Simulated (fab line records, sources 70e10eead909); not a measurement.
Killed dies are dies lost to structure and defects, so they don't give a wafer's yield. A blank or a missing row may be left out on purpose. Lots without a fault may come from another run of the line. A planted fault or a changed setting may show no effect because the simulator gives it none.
A sampling plan put to the test | flow nand_harc | one fab line, 19 faults that these records tell of, each judged on the records of the lots that it struck
The plan is the line's own looks: the steps of the route at which a gauge or an inspection reads the wafer and doesn't change it. A look can be judged if struck wafers have a number there and the file gives its usual mean and standard deviation on fault-free wafers. Caught: at a look after the fault's first step, the mean of the struck wafers lies 4 or more of those standard deviations (sigma) from the usual mean. On the tool: the same test on the tool's own readings at the fault's steps. Another recipe on the struck wafers, or a record that is blank for them alone, also counts as caught.

THE FAULTS, as the simulator had put them in
1. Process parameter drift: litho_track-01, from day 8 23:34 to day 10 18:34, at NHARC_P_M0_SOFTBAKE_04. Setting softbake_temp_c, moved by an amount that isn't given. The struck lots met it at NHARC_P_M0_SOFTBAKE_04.
2. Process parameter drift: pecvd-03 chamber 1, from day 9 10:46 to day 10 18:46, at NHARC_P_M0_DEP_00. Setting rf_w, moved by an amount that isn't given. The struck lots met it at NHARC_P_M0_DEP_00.
3. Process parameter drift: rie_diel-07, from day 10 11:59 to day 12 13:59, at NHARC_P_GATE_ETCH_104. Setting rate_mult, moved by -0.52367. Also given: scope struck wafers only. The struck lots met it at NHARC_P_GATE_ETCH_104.
4. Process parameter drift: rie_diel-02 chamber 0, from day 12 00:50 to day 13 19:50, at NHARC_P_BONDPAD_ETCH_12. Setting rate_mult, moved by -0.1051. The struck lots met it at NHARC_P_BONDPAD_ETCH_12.
5. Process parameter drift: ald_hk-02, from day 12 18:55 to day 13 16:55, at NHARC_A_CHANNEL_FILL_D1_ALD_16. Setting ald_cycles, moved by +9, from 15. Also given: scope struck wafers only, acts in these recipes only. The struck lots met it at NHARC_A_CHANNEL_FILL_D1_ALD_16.
6. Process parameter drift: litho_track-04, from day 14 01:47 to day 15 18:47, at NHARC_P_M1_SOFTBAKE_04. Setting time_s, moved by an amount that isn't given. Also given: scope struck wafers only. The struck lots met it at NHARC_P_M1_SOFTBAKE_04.
7. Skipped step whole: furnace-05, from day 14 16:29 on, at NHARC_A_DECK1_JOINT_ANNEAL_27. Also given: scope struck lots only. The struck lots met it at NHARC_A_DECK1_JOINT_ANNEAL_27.
8. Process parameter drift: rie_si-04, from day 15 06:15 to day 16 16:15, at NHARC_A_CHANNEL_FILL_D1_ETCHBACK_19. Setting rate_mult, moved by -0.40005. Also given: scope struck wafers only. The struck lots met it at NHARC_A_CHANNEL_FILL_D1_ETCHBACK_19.
9. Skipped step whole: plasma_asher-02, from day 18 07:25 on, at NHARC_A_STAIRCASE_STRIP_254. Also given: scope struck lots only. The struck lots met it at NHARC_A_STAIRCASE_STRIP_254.
10. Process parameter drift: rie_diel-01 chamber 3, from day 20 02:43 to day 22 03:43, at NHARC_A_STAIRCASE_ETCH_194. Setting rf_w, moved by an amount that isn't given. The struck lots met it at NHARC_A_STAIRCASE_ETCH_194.
11. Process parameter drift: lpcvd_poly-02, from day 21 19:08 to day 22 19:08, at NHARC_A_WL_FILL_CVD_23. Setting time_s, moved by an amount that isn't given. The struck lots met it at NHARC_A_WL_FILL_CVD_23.
12. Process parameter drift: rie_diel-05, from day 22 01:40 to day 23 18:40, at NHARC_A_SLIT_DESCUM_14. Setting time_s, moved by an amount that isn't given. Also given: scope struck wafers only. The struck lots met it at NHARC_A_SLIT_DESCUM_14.
13. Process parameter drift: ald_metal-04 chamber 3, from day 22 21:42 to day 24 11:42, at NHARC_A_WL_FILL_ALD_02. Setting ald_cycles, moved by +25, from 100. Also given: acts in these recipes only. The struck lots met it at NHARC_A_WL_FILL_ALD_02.
14. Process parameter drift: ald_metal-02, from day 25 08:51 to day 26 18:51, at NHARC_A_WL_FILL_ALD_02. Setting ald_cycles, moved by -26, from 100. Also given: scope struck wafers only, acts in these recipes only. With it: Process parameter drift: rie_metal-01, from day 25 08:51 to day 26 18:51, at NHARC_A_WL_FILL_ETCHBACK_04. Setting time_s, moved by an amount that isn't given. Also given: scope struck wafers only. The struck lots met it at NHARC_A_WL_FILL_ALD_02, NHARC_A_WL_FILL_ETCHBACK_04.
15. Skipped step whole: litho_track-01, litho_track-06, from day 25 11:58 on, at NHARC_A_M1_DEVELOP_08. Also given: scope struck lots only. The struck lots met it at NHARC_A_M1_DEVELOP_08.
16. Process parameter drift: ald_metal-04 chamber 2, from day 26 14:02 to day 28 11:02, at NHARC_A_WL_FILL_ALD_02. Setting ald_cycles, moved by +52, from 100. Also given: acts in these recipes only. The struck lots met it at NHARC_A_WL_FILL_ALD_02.
17. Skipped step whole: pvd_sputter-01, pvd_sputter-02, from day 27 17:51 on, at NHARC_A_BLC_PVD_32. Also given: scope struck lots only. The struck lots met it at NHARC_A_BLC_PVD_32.
18. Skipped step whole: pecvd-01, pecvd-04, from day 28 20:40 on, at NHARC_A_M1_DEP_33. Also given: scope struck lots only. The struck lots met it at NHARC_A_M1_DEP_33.
19. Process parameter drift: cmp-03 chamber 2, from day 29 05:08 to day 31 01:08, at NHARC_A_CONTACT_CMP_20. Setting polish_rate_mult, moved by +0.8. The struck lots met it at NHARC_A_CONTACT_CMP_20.

WHAT THE PLAN SAW
fault | on the tool itself                               | first look that catches it                      | reading, sigma                                        | median hours from its first step to that look | hours from the fault's start to the first struck lot there | judged looks passed uncaught
1     | heater_power_total_W -66 sigma                   | none of the 2 looks that can be judged after it | -                                                     | -                                             | -                                                          | 2
2     | rf_fwd_power_W -54 sigma                         | not the one look that can be judged after it    | -                                                     | -                                             | -                                                          | 1
3     | oes_product_au -13 sigma                         | no look after it can be judged                  | -                                                     | -                                             | -                                                          | 0
4     | only faintly: oes_product_au -3.6 sigma          | no look after it can be judged                  | -                                                     | -                                             | -                                                          | 0
5     | under 2 sigma                                    | not the one look that can be judged after it    | -                                                     | -                                             | -                                                          | 1
6     | heater_power_total_W +99 or beyond sigma         | not the one look that can be judged after it    | -                                                     | -                                             | -                                                          | 1
7     | the tool's record is blank for the struck wafers | no look after it can be judged                  | -                                                     | -                                             | -                                                          | 0
8     | oes_product_au -22 sigma                         | no look after it can be judged                  | -                                                     | -                                             | -                                                          | 0
9     | the tool's record is blank for the struck wafers | no look after it can be judged                  | -                                                     | -                                             | -                                                          | 0
10    | rf_fwd_power_W -30 sigma                         | no look after it can be judged                  | -                                                     | -                                             | -                                                          | 0
11    | run_length_s +99 or beyond sigma                 | no look after it can be judged                  | -                                                     | -                                             | -                                                          | 0
12    | run_length_s +4.6 sigma                          | not the one look that can be judged after it    | strongest: killed_at_other at NHARC_END_SORT_01, +3.5 | -                                             | -                                                          | 1
13    | under 2 sigma                                    | not the one look that can be judged after it    | -                                                     | -                                             | -                                                          | 1
14    | run_length_s +63 sigma                           | not the one look that can be judged after it    | -                                                     | -                                             | -                                                          | 1
15    | the tool's record is blank for the struck wafers | no look after it can be judged                  | -                                                     | -                                             | -                                                          | 0
16    | under 2 sigma                                    | no look after it can be judged                  | -                                                     | -                                             | -                                                          | 0
17    | the tool's record is blank for the struck wafers | NHARC_END_SORT_01                               | killed_at_array +21                                   | 44.5                                          | 51                                                         | 1
18    | the tool's record is blank for the struck wafers | not the one look that can be judged after it    | -                                                     | -                                             | -                                                          | 1
19    | time_to_endpoint_s -8.4 sigma                    | no look after it can be judged                  | -                                                     | -                                             | -                                                          | 0
A dash: the fault isn't caught, or these records don't give the number.

Caught at a look: 1 of 19. Caught on the tool: 15 of 19. By one or the other: 15 of 19.
Caught on the tool alone: faults 1, 2, 3, 6, 7, 8, 9, 10, 11, 12, 14, 15, 18, 19.
Caught by neither: faults 4, 5, 13, 16.

THINNER SAMPLING
If the look that catches a fault measured only every second or every third lot, by lot number, the first struck lot would be measured this late in the worst case:
fault | struck lots at that look, in order of time | every lot | every second lot | every third lot
17    | L948, L949                                 | 51 h      | 59 h             | may miss all 2
Hours are from the fault's start to the first struck lot that is measured. The limit of 4 sigma was tested on all struck wafers together, so one lot alone may lie under it. Other struck lots may not be in these records.

THE LONGEST TIMED WAY FROM STEP TO LOOK
Fault 17: a median of 44.5 hours passes between NHARC_A_BLC_PVD_32 and NHARC_END_SORT_01. The look between them that can be judged stayed within 4 sigma: NHARC_A_M0_CD_MEAS_09.
